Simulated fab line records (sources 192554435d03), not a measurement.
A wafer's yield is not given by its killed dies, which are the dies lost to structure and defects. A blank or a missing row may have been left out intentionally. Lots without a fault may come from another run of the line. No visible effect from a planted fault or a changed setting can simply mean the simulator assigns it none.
What tool caused it? || flow n5Finfet || 14 lots, 36 wafers sampled, at 1 step of a route of 1938

== WHAT THE GAUGES READ, wafer by wafer ==
N5_BEOL_M9_THK_MEAS_01. Usual: M9_ILD_THK gives 269 nm (standard deviation 4).
{"lot": "L715", "measured": "day 9 20:16", "on": "filmMetro-01", "M9_ILD_THK (nm)": "269 273 265", "flag": ""}
{"lot": "L716", "measured": "day 10 00:55", "on": "filmMetro-01", "M9_ILD_THK (nm)": "261 268", "flag": ""}
{"lot": "L717", "measured": "day 10 03:45", "on": "filmMetro-02", "M9_ILD_THK (nm)": "270 272 273", "flag": ""}
{"lot": "L714", "measured": "day 10 15:50", "on": "filmMetro-02", "M9_ILD_THK (nm)": "265 268 265", "flag": ""}
{"lot": "L719", "measured": "day 10 19:23", "on": "filmMetro-01", "M9_ILD_THK (nm)": "276 274", "flag": ""}
{"lot": "L718", "measured": "day 10 22:37", "on": "filmMetro-02", "M9_ILD_THK (nm)": "276 271 273", "flag": ""}
{"lot": "L720", "measured": "day 11 01:22", "on": "filmMetro-02", "M9_ILD_THK (nm)": "268 269 276", "flag": ""}
{"lot": "L721", "measured": "day 11 02:26", "on": "filmMetro-02", "M9_ILD_THK (nm)": "269 271 275", "flag": ""}
{"lot": "L722", "measured": "day 11 14:58", "on": "filmMetro-02", "M9_ILD_THK (nm)": "265 271", "flag": ""}
{"lot": "L724", "measured": "day 12 06:26", "on": "filmMetro-01", "M9_ILD_THK (nm)": "261 267 274", "flag": ""}
{"lot": "L725", "measured": "day 12 16:55", "on": "filmMetro-02", "M9_ILD_THK (nm)": "264 270", "flag": ""}
{"lot": "L732", "measured": "day 14 08:50", "on": "filmMetro-02", "M9_ILD_THK (nm)": "272 266", "flag": ""}
{"lot": "L737", "measured": "day 15 04:18", "on": "filmMetro-01", "M9_ILD_THK (nm)": "269 276", "flag": ""}
{"lot": "L736", "measured": "day 15 04:50", "on": "filmMetro-01", "M9_ILD_THK (nm)": "264 267 267", "flag": ""}

== WHAT TOOL EACH LOT RAN ON (gives the tool, then ch and the chambers of the sampled wafers, and finally the start) ==
The record holds no process step before these readings.

== AS READ BY THE TOOLS THEMSELVES (means over the sampled wafers that have a number; for cases with no such wafer, the mark the record gives instead) ==
The record holds no such reading with a usual standard deviation.

== THE ANSWER, worked out from the rows above alone ==
Rule: lot off if the mean of its wafers having a number is beyond 3 standard deviations from the usual mean. A lot without any number at a reading at which 4 lots or more have one is off too. Any other lot the step has rows for is counted as sound. Order of review: gauges by route order, followed by the tools' own readings, for which a lot's mean as printed above is used. The first step at which some lot is off is used, and at that step the reading that is off furthest; a lot without a number counts as furthest.
Nothing can be told from this: no lot is off at any reading shown.

== WHAT THE SIMULATOR HAD INSERTED ==
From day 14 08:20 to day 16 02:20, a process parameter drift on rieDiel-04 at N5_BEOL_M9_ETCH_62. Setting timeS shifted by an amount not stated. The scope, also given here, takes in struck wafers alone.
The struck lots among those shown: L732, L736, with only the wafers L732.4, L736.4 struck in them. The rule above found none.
